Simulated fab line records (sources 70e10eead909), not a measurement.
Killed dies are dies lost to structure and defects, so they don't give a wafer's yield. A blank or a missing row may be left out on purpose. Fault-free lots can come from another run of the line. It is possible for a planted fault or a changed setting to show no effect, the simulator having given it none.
Chamber matching / flow nandHarc / NHARC_A_STAIRCASE_DESCUM_443 on rieDiel-10 has 4 sister chambers
The step chemistry O2, time 3 s. 4 wafers are shown with their chamber, then 9 later ones without.

WAFERS WITH THEIR CHAMBER
wafer=L079.3; chamber=3; drypumpMotorCurrentA (A)=5.9
wafer=L083.4; chamber=0; drypumpMotorCurrentA (A)=5.6
wafer=L086.5; chamber=1; drypumpMotorCurrentA (A)=5.2
wafer=L086.6; chamber=2; drypumpMotorCurrentA (A)=5.7

WAFERS WHOSE CHAMBER IS MISSING
wafer=L093.1; drypumpMotorCurrentA (A)=5.1
wafer=L093.2; drypumpMotorCurrentA (A)=5.8
wafer=L093.6; drypumpMotorCurrentA (A)=5.9
wafer=L095.1; drypumpMotorCurrentA (A)=5.9
wafer=L095.2; drypumpMotorCurrentA (A)=5.7
wafer=L095.5; drypumpMotorCurrentA (A)=5.6
wafer=L097.1; drypumpMotorCurrentA (A)=5.2
wafer=L097.3; drypumpMotorCurrentA (A)=5.7
wafer=L097.5; drypumpMotorCurrentA (A)=5.1

WHICH CHAMBER EACH ONE RAN IN
wafer=L093.1; from the rows above=1; in truth=1
wafer=L093.2; from the rows above=can't be placed: 2 or 3 or 0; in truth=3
wafer=L093.6; from the rows above=3; in truth=3
wafer=L095.1; from the rows above=3; in truth=3
wafer=L095.2; from the rows above=can't be placed: 2 or 0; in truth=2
wafer=L095.5; from the rows above=can't be placed: 0 or 2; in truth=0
wafer=L097.1; from the rows above=1; in truth=1
wafer=L097.3; from the rows above=can't be placed: 2 or 0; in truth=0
wafer=L097.5; from the rows above=1; in truth=1
Placed correctly: 5 of 9. From these rows, 4 cannot be placed; in 4 the true chamber is one of the candidates. Wrongly placed: 0.
How it was worked out, from the rows above alone: a wafer's distance from a chamber is the root of the sum, over the readings, of the square of ((its reading less the chamber's mean) divided by the reading's scatter). The wafer belongs to the nearest chamber; if the next one is less than 2 further off, it can't be placed. For every chamber, the mean is computed from those of its wafers that are shown. The scatter (one wafer shown for each chamber): square how far every hidden wafer sits from the nearest shown wafer, average those squares and take the square root.
